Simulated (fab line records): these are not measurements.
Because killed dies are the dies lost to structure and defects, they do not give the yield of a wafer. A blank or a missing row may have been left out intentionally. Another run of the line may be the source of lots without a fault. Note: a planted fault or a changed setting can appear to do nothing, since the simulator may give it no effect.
Struck lot and sound lot, side by side	flow n5_finfet	11 steps out of a route of 1938
Sound: these wafers, L426.1, L426.2, L426.5. Struck: wafers L414.4, L414.5, L414.6. At the end, the cause is stated.
At each step with rows: each side's tool, then ch and its chambers, then its first start. Under that, the readings that differ: sound wafers	struck wafers	difference of the means	sigmas: that difference in standard deviations of wafers without a fault.
alike: same words and numbers on both sides, and readings whose means sit less than 2 such deviations apart. not compared: any withheld reading, any reading some wafer has no value for, any bound like >300 that may hide the same value, and any number with overlapping values for which the record gives no deviation.
A row with sigmas, a row that says differs or no value, or rows on one side alone: a step with any of these is where the two part. When numbers do not overlap yet have no deviation, they are printed without sigmas and do not part them. Lack of a reading on every wafer of one side parts them only where that side has two or more wafers.

N5_START_INSPECT_01: inspects for defects (unpatterned scan).
  sound on defect_inspect-02 at day 6 18:02; struck on defect_inspect-01 at day 3 18:02
  alike: raw_defect_count
then, 2 steps without rows for these wafers: N5_ZERO_LAYER_PRECLEAN_00 (cleans in SPM, time 600 s); N5_ZERO_LAYER_SRD_01 (time 30 s, dry time 30 s).
N5_ZERO_LAYER_PECVD_02: deposits SiO2 from SiH4/N2O, target thk 10 nm, time 6 s.
  sound on pecvd-04 ch 0,1,2, day 6 18:17; struck on pecvd-01 ch 0,1, day 3 18:19
  alike: heater_power_w, showerhead_plenum_p_Torr
then, 5 steps without rows for these wafers: N5_ZERO_LAYER_HMDS_04 (time 60 s); N5_ZERO_LAYER_COAT_05 (resist thk 1000 nm); N5_ZERO_LAYER_EBR_07; N5_ZERO_LAYER_SOFTBAKE_06 (time 90 s); N5_ZERO_LAYER_EXPOSE_08 (exposes mask ZERO, defocus 0 nm, target cd 2000 nm).
N5_ZERO_LAYER_PEB_09:
  struck on litho_track-04, day 3 18:33; sound on litho_track-01 ch 0, day 6 18:31
reading	sound	struck	difference	sigmas
exhaust_pa (Pa)	45.3 44.7 45.4	- - -	no value on the struck wafers	
  not compared: chill_plate_temp_C
then, 1 step without rows for these wafers: N5_ZERO_LAYER_DEVELOP_10 (develop time 60 s).

## WHERE THEY PART
Only at N5_ZERO_LAYER_PEB_09, as far as this record shows.

WHY: the cause the simulator had injected
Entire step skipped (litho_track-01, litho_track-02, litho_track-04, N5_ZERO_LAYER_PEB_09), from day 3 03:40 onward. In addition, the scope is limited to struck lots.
